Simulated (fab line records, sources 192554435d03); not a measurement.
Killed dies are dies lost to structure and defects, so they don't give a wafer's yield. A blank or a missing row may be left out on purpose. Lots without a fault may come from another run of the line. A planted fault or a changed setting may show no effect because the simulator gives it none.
fab line records | flow n5_finfet
record lots=10 wafers=28 last_day=20
route steps=1938 shown BEOL_M1@816 BEOL_M2@841 BEOL_M4@1111 PASSIVATION@1936
lots that met no fault: from a run of the same line without faults
start_h: hours from the record's first day to the start of the lot's first wafer shown | wait_h: hours since the lot's step before | " the same as in the row above | L1.1+2: a row that stands for several wafers | - no value, or no start given | * or withheld: withheld | < > ~ a bound
route shown NAME@n: a module of which the file shows steps, and the number in the route of the first | usual: mean/standard deviation of fault-free wafers | same: alike in all rows | chamber/n: place in a boat | sites: the reading at each site | _std_site: their standard deviation | _edge_site: outer sites' mean less inner sites' | radius_mm: how far each site lies from the wafer's centre | mask NAME#n: copy n | behind: the tool/chamber that last shaped the wafer | hold: why the lot was held/for how many hours/how that ended | device: the transistor (n, p or np) that didn't switch | end of line: the same wafers' tests at the end of the route | a step without rows: its recipe alone | killed: dies lost to structure and defects at the first sort, not the wafer's yield | map: a wafer's dies, x killed, . not, _ none there
set.NAME: the setting as run; set.NAME@STEP: as run at that earlier step | model.NAME: the simulator's own value behind a step, which no gauge read
steps of the route over a sample of lots; a table a step, a row a wafer
services: from which hour (start_h, from the record's first day; less than 0 if before it) a tool's chamber was out of use, for how many hours, and why
## steps
# step N5_BEOL_M1_SPUTTER_79
# recipe material=Cu target_thk_a=45 temp_c=-20 chamber_pressure_pa=0.07 power_w=withheld time_s=8.29
# usual throttle_valve_pct=29.6/0.82
# columns lot.wafer tool chamber start_h wait_h throttle_valve_pct
L803.2 pvd_sputter-01 - 130.01 0.1 30.8
L803.3 " - " " 28.7
L803.5 " - " " 28.2
L805.4 pvd_sputter-03 - 144.18 0.1 28.5
L805.5 " - " " 28.4
L808.1 pvd_sputter-03 - 154.32 0.1 28.3
L808.4 " - " " 29.0
L808.6 " - " " 29.1
L809.1 pvd_sputter-03 - 185.16 0.1 29.0
L809.3 " - " " 28.5
L809.6 " - " " 31.3
L812.2 pvd_sputter-02 - 187.13 0.1 30.3
L812.6 " - " " 29.3
L817.1 pvd_sputter-01 - 210.63 0.1 30.6
L817.2 " - " " 30.7
L817.6 " - " " 28.9
L819.1 pvd_sputter-01 - 243.19 0.1 30.7
L819.3 " - " " 28.6
L819.5 " - " " 30.5
L820.1 pvd_sputter-03 - 243.60 0.1 29.6
L820.4 " - " " 29.2
L820.5 " - " " 31.3
L823.4 pvd_sputter-02 - 263.82 0.1 29.5
L823.5 " - " " 29.1
L823.6 " - " " 30.5
L825.2 pvd_sputter-03 - 274.80 0.1 29.8
L825.3 " - " " 28.4
L825.4 " - " " 29.0
# step N5_BEOL_M1_ANNEAL_80
# recipe temp_c=400 time_s=240 ambient=vacuum
# usual heater_power_w=810/56
# columns lot.wafer tool chamber start_h wait_h heater_power_w
L803.2 pvd_sputter-01 - 130.09 0.0 835
L803.3 " - " " 899
L803.5 " - " " 777
L805.4 pvd_sputter-03 - 144.26 0.0 841
L805.5 " - " " 855
L808.1 pvd_sputter-03 - 154.40 0.0 826
L808.4 " - " " 805
L808.6 " - " " 796
L809.1 pvd_sputter-03 - 185.24 0.0 817
L809.3 " - " " 845
L809.6 " - " " 785
L812.2 pvd_sputter-02 - 187.21 0.0 869
L812.6 " - " " 775
L817.1 pvd_sputter-01 - 210.71 0.0 849
L817.2 " - " " 844
L817.6 " - " " 911
L819.1 pvd_sputter-01 - 243.27 0.0 861
L819.3 " - " " 934
L819.5 " - " " 830
L820.1 pvd_sputter-03 - 243.68 0.0 883
L820.4 " - " " 797
L820.5 " - " " 780
L823.4 pvd_sputter-02 - 263.90 0.0 711
L823.5 " - " " 770
L823.6 " - " " 865
L825.2 pvd_sputter-03 - 274.88 0.0 885
L825.3 " - " " 829
L825.4 " - " " 805
# step N5_BEOL_M1_RS_MEAS_58
# recipe thk_meas_gauge=four-point-probe reads=Co_of_BEOL_M1_CO_CAP_55+Cu_of_BEOL_M1_ECD_50+Co_of_BEOL_M1_CVD_47+TaN_of_BEOL_M1_ALD_84
# usual M1_RS=0.67/0.043
# columns lot.wafer tool chamber start_h wait_h M1_RS[ohm/sq]
L803.2 film_metro-02 - 132.68 0.1 0.65
L803.3 " - " " 0.65
L803.5 " - " " 0.65
L805.4 film_metro-02 - 146.83 0.0 0.64
L805.5 " - " " 0.58
L808.1 film_metro-02 - 156.91 0.0 0.72
L808.4 " - " " 0.67
L808.6 " - " " 0.63
L809.1 film_metro-02 - 187.75 0.0 0.66
L809.3 " - " " 0.69
L809.6 " - " " 0.67
L812.2 film_metro-01 - 189.84 0.1 0.75
L812.6 " - " " 0.64
L817.1 film_metro-01 - 213.24 0.1 0.65
L817.2 " - " " 0.65
L817.6 " - " " 0.63
L819.1 film_metro-01 - 245.83 0.0 0.75
L819.3 " - " " 0.70
L819.5 " - " " 0.66
L820.1 film_metro-02 - 246.19 0.0 0.68
L820.4 " - " " 0.61
L820.5 " - " " 0.69
L823.4 film_metro-02 - 266.42 0.0 0.62
L823.5 " - " " 0.61
L823.6 " - " " 0.61
L825.2 film_metro-02 - 277.76 0.1 0.68
L825.3 " - " " 0.66
L825.4 " - " " 0.70
# step N5_BEOL_M2_ILD_DEP_00
# recipe material=SiOC target_thk_a=790 temp_c=350 precursor=DEMS/O2 pressure_torr=5 rf_w=500 time_s=15.3
# usual heater_power_w=514/94 rf_fwd_power_W=494.1/2.4 showerhead_plenum_p_Torr=5.696/0.018 throttle_valve_pct=12.4/1
# columns lot.wafer tool chamber start_h wait_h heater_power_w rf_fwd_power_W showerhead_plenum_p_Torr since_wet_clean_h throttle_valve_pct
L803.2 pecvd-04 1 132.74 0.0 502 491.5 5.697 1924 14.8
L803.3 " 0 " " 517 492.0 5.721 1199 12.2
L803.5 " 2 " " 543 496.9 5.679 - 11.6
L805.4 pecvd-03 0 146.91 0.1 538 495.9 5.711 - 13.6
L805.5 " 2 " " 719 490.5 5.686 - 11.8
L808.1 pecvd-04 2 156.98 0.0 554 493.9 5.663 469 11.7
L808.4 " 1 " " 505 493.8 5.688 - 14.5
L808.6 " 0 " " 476 496.3 5.718 - 12.5
L809.1 pecvd-04 1 187.81 0.0 493 492.0 5.692 1979 14.7
L809.3 " 2 " " 503 494.2 5.661 500 11.4
L809.6 " 0 " " 463 494.5 5.723 - 12.1
L812.2 pecvd-03 0 189.90 0.0 550 496.7 5.712 894 13.7
L812.6 " 1 " " 498 491.3 5.714 - 11.2
L817.1 pecvd-04 0 213.31 0.0 439 495.4 5.733 1280 12.3
L817.2 " 1 " " 480 493.7 5.703 2005 14.3
L817.6 " 0 " " 467 496.3 5.719 - 12.3
L819.1 pecvd-04 2 245.89 0.0 551 495.1 5.671 558 11.5
L819.3 " 1 " " 457 494.6 5.698 2037 14.7
L819.5 " 0 " " 512 493.3 5.721 - 12.3
L820.1 pecvd-01 2 246.25 0.0 489 496.2 5.708 358 11.2
L820.4 " 2 " " 501 494.7 5.686 - 11.5
L820.5 " 0 " " 431 496.5 5.707 - 12.6
L820.1 pecvd-01 2 246.49 0.2 503 496.0 5.692 - 11.2
L820.4 " 2 " " 505 496.4 5.680 - 11.2
L820.5 " 0 " " 422 497.3 5.678 - 12.4
L823.4 pecvd-01 1 266.50 0.1 379 490.6 5.699 - 12.4
L823.5 " 2 " " 489 499.3 5.687 - 11.2
L823.6 " 0 " " 492 495.5 5.697 - 12.4
L823.4 pecvd-01 1 266.73 0.2 377 491.1 5.694 - 12.2
L823.5 " 2 " " 487 495.0 5.702 - 11.3
L823.6 " 0 " " 487 497.5 5.690 - 12.4
L825.2 pecvd-01 2 277.83 0.0 543 492.5 5.700 389 11.5
L825.3 " 1 " " 357 493.1 5.694 1888 12.2
L825.4 " 2 " " 562 495.0 5.700 - 11.4
L825.2 pecvd-01 2 278.06 0.2 560 495.5 5.689 - 11.4
L825.3 " 1 " " 370 492.3 5.692 - 12.1
L825.4 " 2 " " 555 497.6 5.685 - 11.3
# step N5_BEOL_M2_THK_MEAS_01
# recipe reads=SiOC_of_BEOL_M2_ILD_DEP_00
# usual M2_ILD_THK=78.8/1.1
# columns lot.wafer tool chamber start_h wait_h M2_ILD_THK[nm]
L803.2 film_metro-02 - 132.81 0.1 77.8
L803.3 " - " " 77.9
L803.5 " - " " 79.4
L805.4 film_metro-01 - 146.96 0.0 80.1
L805.5 " - " " 78.3
L808.1 film_metro-01 - 157.04 0.0 77.6
L808.4 " - " " 79.8
L808.6 " - " " 77.9
L809.1 film_metro-01 - 187.88 0.0 78.2
L809.3 " - " " 77.4
L809.6 " - " " 78.4
L812.2 film_metro-02 - 189.97 0.1 78.1
L812.6 " - " " 80.9
L817.1 film_metro-01 - 213.37 0.0 78.4
L817.2 " - " " 78.9
L817.6 " - " " 79.9
L819.1 film_metro-01 - 245.96 0.0 79.3
L819.3 " - " " 78.4
L819.5 " - " " 79.8
L820.1 film_metro-02 - 246.55 0.0 157.8
L820.4 " - " " 159.8
L820.5 " - " " 159.0
L823.4 film_metro-01 - 266.78 0.0 158.3
L823.5 " - " " 160.0
L823.6 " - " " 157.0
L825.2 film_metro-02 - 278.13 0.1 156.6
L825.3 " - " " 155.9
L825.4 " - " " 158.0
# step N5_BEOL_M4_RC_MEAS_101
# usual DIBL_N=36.5/2.1 DIBL_P=36.6/2.6 IOFF_N=0.17/0.044 IOFF_P=0.21/0.048 ION_N=674/17 ION_P=462/9.5 SS_N=71.6/0.77 SS_P=73.5/0.72 VT_N=250/4.2 VT_P=-250/3.9
# columns lot.wafer tool chamber start_h wait_h DIBL_N[mV/V] DIBL_P[mV/V] IOFF_N[nA/um] IOFF_P[nA/um] ION_N[uA/um] ION_P[uA/um] SS_N[mV/dec] SS_P[mV/dec] VT_N[mV] VT_P[mV]
L803.2 prober-02 0 194.37 0.2 36.8 36.2 0.19 0.25 686 468 71.4 74.0 246 -245
L803.3 " 0 " " 34.5 33.7 0.15 0.22 673 466 71.3 73.4 252 -247
L803.5 " 0 " " 35.9 34.8 0.18 0.22 683 469 71.5 73.4 245 -249
L805.4 prober-02 0 224.41 0.5 34.9 33.9 0.13 0.17 671 460 70.6 73.4 255 -254
L805.5 " 0 " " 37.0 37.6 0.17 0.22 684 468 71.1 74.7 248 -252
L808.1 prober-02 0 236.60 0.0 34.7 35.1 0.13 0.16 675 459 70.9 73.1 255 -254
L808.4 " 0 " " 36.8 38.1 0.17 0.21 687 468 71.0 73.9 249 -252
L808.6 " 0 " " 32.4 33.0 0.10 0.15 657 460 70.7 71.7 254 -254
L812.2 prober-01 0 252.24 0.2 36.6 35.0 0.16 0.21 691 467 71.0 73.7 253 -253
L812.6 " 0 " " 36.9 35.7 0.18 0.22 697 473 71.7 73.7 249 -250
L809.1 prober-01 0 261.62 0.0 39.1 39.4 0.21 0.24 694 469 72.9 74.1 247 -248
L809.3 " 0 " " 37.9 39.1 0.18 0.23 666 461 72.4 73.7 250 -251
L809.6 " 0 " " 34.6 33.8 0.12 0.17 664 457 70.8 73.6 255 -254
L817.1 prober-02 0 277.93 0.0 34.3 33.9 0.12 0.15 659 451 71.0 73.1 258 -258
L817.2 " 0 " " 36.0 37.2 0.16 0.21 688 466 71.6 73.3 249 -253
L817.6 " 0 " " 36.1 37.2 0.15 0.21 662 455 71.7 74.1 251 -253
L819.1 prober-01 0 320.73 0.6 35.4 36.2 0.16 0.21 656 459 71.1 74.2 251 -250
L819.3 " 0 " " 36.4 38.3 0.19 0.23 682 465 71.7 74.2 247 -251
L819.5 " 0 " " 34.7 35.6 0.14 0.19 649 455 71.7 73.3 253 -250
# step N5_PASSIVATION_PROBE_49
# usual defect_limited_yield=91.2/1.5 killed_at_M0_to_M3=36/10 killed_at_M4_up=14/5.2 killed_at_contacts=12/6 killed_at_front_end=37/10 killed_at_other=4/3.3 killed_dies=104/18 killed_on_rim=14/4.1 killed_open=68/14 killed_short=34/7.4 sort_bin_5_function=5.2/1 sort_bin_6_memory=3.3/0.7 sort_bin_8_speed=0.01/0.045 sort_n_pass=1076/18 sort_yield_pct=91.2/1.5
# same gross_dies=1180 killed_at_back_side=0 sort_bin_4_leakage[%]=0
# columns lot.wafer tool chamber start_h wait_h defect_limited_yield[%] killed_at_M0_to_M3 killed_at_M4_up killed_at_contacts killed_at_front_end killed_at_other killed_dies killed_on_rim killed_open killed_short sort_bin_5_function[%] sort_bin_6_memory[%] sort_bin_8_speed[%] sort_n_pass sort_yield_pct[%]
L805.4 prober-01 - 338.42 0.2 93.3 28 8 6 31 6 79 10 53 26 3.9 2.7 0 1101 93.3
L805.5 prober-01 - 338.47 0.2 94.6 18 13 14 16 3 64 7 42 22 3.2 1.9 0 1116 94.6
L808.1 prober-01 - 344.30 0.0 90.2 53 14 14 30 5 116 17 85 29 5.9 3.4 0 1064 90.2
L808.4 prober-01 - 344.45 0.2 90.1 27 25 29 31 5 117 13 77 33 5.3 3.6 0 1063 90.1
L808.6 prober-01 - 344.55 0.3 88.3 56 18 23 41 0 138 15 96 40 7.4 3.9 0 1042 88.3
L812.2 prober-02 - 347.36 0.1 90.6 37 15 11 45 3 111 17 79 29 5.8 3.3 0 1069 90.6
L812.6 prober-02 - 347.56 0.3 91.7 30 16 10 38 4 98 13 64 30 5.3 2.8 0 1082 91.7
L809.1 prober-01 - 362.77 0.0 88.0 37 13 16 72 4 142 22 102 40 6.7 4.9 0 1038 88.0
L809.3 prober-01 - 362.87 0.1 88.6 47 10 23 51 3 134 16 85 49 6.4 4.2 0 1046 88.6
L809.6 prober-01 - 363.02 0.3 92.0 23 9 20 39 3 94 17 58 35 4.5 3.1 0 1086 92.0
L817.1 prober-01 - 400.51 0.0 89.1 42 14 10 61 2 129 15 77 52 6.4 4.2 0 1051 89.1
L817.2 prober-01 - 400.56 0.1 92.3 29 12 7 41 2 91 7 55 36 5.0 2.4 0 1089 92.3
L817.6 prober-01 - 400.76 0.3 90.1 44 9 11 52 1 117 12 71 45 6.1 3.2 0 1063 90.1
L820.1 prober-01 - 420.03 0.0 0 1124 9 7 32 8 1180 152 45 34 96.6 3.1 0 0 0
L820.4 prober-01 - 420.18 0.2 0 1107 21 8 37 7 1180 152 67 34 96.0 3.9 0 0 0
L820.5 prober-01 - 420.23 0.2 0 1124 13 9 26 8 1180 152 60 30 95.8 3.9 0 0 0
L823.4 prober-02 - 460.19 0.2 0 1141 10 7 22 0 1180 152 54 26 97.5 2.1 0 0 0
L823.5 prober-02 - 460.24 0.2 0 1136 10 6 27 1 1180 152 55 31 97.1 2.6 0 0 0
L823.6 prober-02 - 460.29 0.3 0 1131 9 16 23 1 1180 152 72 30 95.6 4.3 0 0 0
L825.2 prober-01 - 481.84 0.1 0 1123 10 9 33 5 1180 152 68 25 96.5 3.3 0 0 0
L825.3 prober-01 - 481.89 0.1 0 1123 13 9 32 3 1180 152 60 26 96.7 3.1 0 0 0
L825.4 prober-01 - 481.94 0.2 0 1136 3 7 34 0 1180 152 57 15 97.3 2.5 0 0 0
# killed by level:class
L805.4 BEOL_M2:geometric_particle:open=7 STI_FIN_REVEAL:geometric_particle:open=6 FIN_SAQP:geometric_particle:short=5 GATE_CUT:geometric_particle:short=5 MOL_CONTACT_COAG:geometric_particle:open=5 BEOL_M0_SAQP:geometric_particle:open=5 BEOL_M1:geometric_particle:open=5 FIN_SAQP:geometric_particle:open=3
L805.5 MOL_CONTACT_COAG:geometric_particle:open=12 GATE_CUT:geometric_particle:short=6 BEOL_M1:geometric_particle:open=5 FIN_SAQP:geometric_particle:open=4 BEOL_M0_SAQP:geometric_particle:short=4 BEOL_M4:geometric_particle:open=4 BEOL_M2:geometric_particle:open=3 BEOL_M7:geometric_particle:open=3
L808.1 BEOL_M3:geometric_particle:open=15 MOL_CONTACT_COAG:geometric_particle:open=14 DUMMY_GATE:geometric_particle:open=10 BEOL_M0_SAQP:geometric_particle:open=9 BEOL_M0_SAQP:geometric_particle:short=9 BEOL_M2:geometric_particle:open=8 BEOL_M4:geometric_particle:open=7 BEOL_M1:geometric_particle:open=4
L808.4 MOL_CONTACT_COAG:geometric_particle:open=21 BEOL_M3:geometric_particle:open=9 MOL_CONTACT_COAG:geometric_particle:short=8 BEOL_M4:geometric_particle:open=8 FIN_SAQP:geometric_particle:open=6 BEOL_M0_SAQP:geometric_particle:open=5 HKMG_FIN:area_etch=5 GATE_CUT:geometric_particle:open=4
L808.6 MOL_CONTACT_COAG:geometric_particle:open=17 BEOL_M0_SAQP:geometric_particle:open=13 FIN_SAQP:geometric_particle:open=11 BEOL_M1:geometric_particle:open=11 BEOL_M0_SAQP:geometric_particle:short=11 BEOL_M2:geometric_particle:open=9 BEOL_M3:geometric_particle:open=8 FIN_SAQP:geometric_particle:short=7
L812.2 STI_FIN_REVEAL:geometric_particle:open=16 BEOL_M3:geometric_particle:open=12 MOL_CONTACT_COAG:geometric_particle:open=10 FIN_SAQP:geometric_particle:short=7 BEOL_M2:geometric_particle:open=7 GATE_CUT:geometric_particle:short=5 BEOL_M1:geometric_particle:open=5 FIN_SAQP:geometric_particle:open=4
L812.6 FIN_SAQP:geometric_particle:open=10 STI_FIN_REVEAL:geometric_particle:open=7 MOL_CONTACT_COAG:geometric_particle:open=7 BEOL_M0_SAQP:geometric_particle:open=6 BEOL_M2:geometric_particle:open=6 BEOL_M3:geometric_particle:open=5 BEOL_M0_SAQP:geometric_particle:short=4 BEOL_M1:geometric_particle:open=4
L809.1 FIN_SAQP:geometric_particle:open=23 STI_FIN_REVEAL:geometric_particle:open=23 MOL_CONTACT_COAG:geometric_particle:open=12 FIN_SAQP:geometric_particle:short=11 BEOL_M2:geometric_particle:open=9 BEOL_M0_SAQP:geometric_particle:short=7 BEOL_M3:geometric_particle:open=6 STARTING-WAFER:geometric_particle:open=5
L809.3 FIN_SAQP:geometric_particle:open=19 MOL_CONTACT_COAG:geometric_particle:open=15 BEOL_M2:geometric_particle:open=14 FIN_SAQP:geometric_particle:short=12 BEOL_M0_SAQP:geometric_particle:short=10 MOL_CONTACT_COAG:geometric_particle:short=8 ILD0:geometric_particle:short=7 BEOL_M0_SAQP:geometric_particle:open=6
L809.6 MOL_CONTACT_COAG:geometric_particle:open=15 BEOL_M3:geometric_particle:open=9 FIN_SAQP:geometric_particle:short=8 STI_FIN_REVEAL:geometric_particle:open=7 FIN_SAQP:geometric_particle:open=6 GATE_CUT:geometric_particle:short=5 MOL_CONTACT_COAG:geometric_particle:short=5 DUMMY_GATE:geometric_particle:short=4
L817.1 STI_FIN_REVEAL:geometric_particle:open=13 BEOL_M0_SAQP:geometric_particle:open=10 BEOL_M0_SAQP:geometric_particle:short=8 FIN_SAQP:geometric_particle:open=7 FIN_SAQP:geometric_particle:short=7 MOL_CONTACT_COAG:geometric_particle:open=7 STI_FIN_REVEAL:geometric_particle:short=6 ILD0:geometric_particle:short=6
L817.2 FIN_SAQP:geometric_particle:open=9 BEOL_M1:geometric_particle:open=9 GATE_CUT:geometric_particle:short=7 MOL_CONTACT_COAG:geometric_particle:open=7 FIN_SAQP:geometric_particle:short=6 BEOL_M2:geometric_particle:open=5 BEOL_M1:geometric_particle:short=5 BEOL_M4:geometric_particle:open=5
L817.6 FIN_SAQP:geometric_particle:open=16 FIN_SAQP:geometric_particle:short=14 BEOL_M1:geometric_particle:open=14 BEOL_M0_SAQP:geometric_particle:short=9 DUMMY_GATE:geometric_particle:open=8 MOL_CONTACT_COAG:geometric_particle:open=7 BEOL_M2:geometric_particle:open=7 BEOL_M0_SAQP:geometric_particle:open=5
L820.1 BEOL_M2:area_dep=1100 STI_FIN_REVEAL:geometric_particle:open=8 MOL_CONTACT_COAG:geometric_particle:open=6 BEOL_M0_SAQP:geometric_particle:short=5 BEOL_M4:geometric_particle:open=5 STARTING-WAFER:geometric_particle:short=5 FIN_SAQP:geometric_particle:short=4 GATE_CUT:geometric_particle:short=4
L820.4 BEOL_M2:area_dep=1078 BEOL_M0_SAQP:geometric_particle:open=8 BEOL_M0_SAQP:geometric_particle:short=7 BEOL_M3:geometric_particle:open=7 BEOL_M4:geometric_particle:open=7 BEOL_M3:geometric_particle:short=6 GATE_CUT:geometric_particle:short=6 MOL_CONTACT_COAG:geometric_particle:open=6
L820.5 BEOL_M2:area_dep=1089 FIN_SAQP:geometric_particle:open=8 MOL_CONTACT_COAG:geometric_particle:open=8 BEOL_M3:geometric_particle:open=8 BEOL_M4:geometric_particle:open=8 BEOL_M0_SAQP:geometric_particle:short=6 GATE_CUT:geometric_particle:short=5 BEOL_M0_SAQP:geometric_particle:open=5
L823.4 BEOL_M2:area_dep=1099 BEOL_M3:geometric_particle:open=8 BEOL_M3:geometric_particle:short=7 BEOL_M1:geometric_particle:open=7 BEOL_M0_SAQP:geometric_particle:open=6 MOL_CONTACT_COAG:geometric_particle:open=6 BEOL_M2:geometric_particle:open=6 BEOL_M1:geometric_particle:short=5
L823.5 BEOL_M2:area_dep=1093 BEOL_M3:geometric_particle:open=14 BEOL_M1:geometric_particle:open=9 MOL_CONTACT_COAG:geometric_particle:open=6 BEOL_M0_SAQP:geometric_particle:short=6 FIN_SAQP:geometric_particle:open=5 GATE_CUT:geometric_particle:short=5 BEOL_M0_SAQP:geometric_particle:open=5
L823.6 BEOL_M2:area_dep=1077 MOL_CONTACT_COAG:geometric_particle:open=14 BEOL_M3:geometric_particle:open=13 BEOL_M0_SAQP:geometric_particle:open=10 BEOL_M0_SAQP:geometric_particle:short=9 BEOL_M2:geometric_particle:open=9 BEOL_M1:geometric_particle:open=5 GATE_CUT:geometric_particle:short=4
L825.2 BEOL_M2:area_dep=1087 BEOL_M3:geometric_particle:open=12 MOL_CONTACT_COAG:geometric_particle:open=9 STI_FIN_REVEAL:geometric_particle:open=7 BEOL_M0_SAQP:geometric_particle:open=7 FIN_SAQP:geometric_particle:open=5 BEOL_M2:geometric_particle:open=5 FIN_SAQP:geometric_particle:short=4
L825.3 BEOL_M2:area_dep=1094 MOL_CONTACT_COAG:geometric_particle:open=8 DUMMY_GATE:geometric_particle:open=7 STI_FIN_REVEAL:geometric_particle:open=5 BEOL_M0_SAQP:geometric_particle:short=5 BEOL_M0:geometric_particle:open=5 BEOL_M3:geometric_particle:open=5 FIN_SAQP:geometric_particle:open=4
L825.4 BEOL_M2:area_dep=1106 FIN_SAQP:geometric_particle:open=10 BEOL_M3:geometric_particle:open=10 DUMMY_GATE:geometric_particle:open=7 MOL_CONTACT_COAG:geometric_particle:open=6 STI_FIN_REVEAL:geometric_particle:open=5 BEOL_M0_SAQP:geometric_particle:open=5 BEOL_M1:geometric_particle:open=4
## services
# columns tool chamber start_h hours kind
pecvd-01 0 126.68 2.1 scheduled_down
pecvd-01 1 132.36 2.1 scheduled_down
pecvd-03 0 133.11 3.9 repair
pecvd-04 - 137.39 14.6 pm
pvd_sputter-01 - 155.50 4.5 repair
pecvd-04 - 162.72 5.5 pm
pecvd-04 0 180.19 2.1 scheduled_down
pecvd-01 - 194.92 1.3 repair
pvd_sputter-01 - 219.23 4.0 repair
pecvd-03 1 226.92 4.8 repair
pecvd-04 2 238.72 5.5 scheduled_down
pecvd-04 1 247.44 2.1 scheduled_down
pecvd-03 - 255.03 14.6 pm
## key
first_sign step=N5_BEOL_M2_ILD_DEP_00 reading=visit direction=added
effect step=N5_BEOL_M2_THK_MEAS_01 reading=M2_ILD_THK direction=up sigmas=72 usual=78.8 struck=158.1
effect step=N5_PASSIVATION_PROBE_49 reading=killed_at_M0_to_M3 direction=up sigmas=99+ usual=36 struck=1127
more_kills_born_at N5_BEOL_M2_ILD_DEP_00@pecvd-01=9824
met_at N5_BEOL_M2_ILD_DEP_00
struck_lots L820,L823,L825
later_rows_left_out L820.1,L820.4,L820.5,L823.4,L823.5,L823.6,L825.2,L825.3,L825.4
not_acting_at N5_BEOL_M1_SPUTTER_79,N5_BEOL_M1_ANNEAL_80,N5_BEOL_M1_RS_MEAS_58
fault kind=repeated_step_whole tool=pecvd-01,pecvd-03,pecvd-04 chamber=- onset_h=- steps=N5_BEOL_M2_ILD_DEP_00 times=1 scope=struck_lots_only
# later_rows_left_out: the simulator's readings of these wafers behind a module that went badly wrong aren't trusted and aren't shown, but for the sort
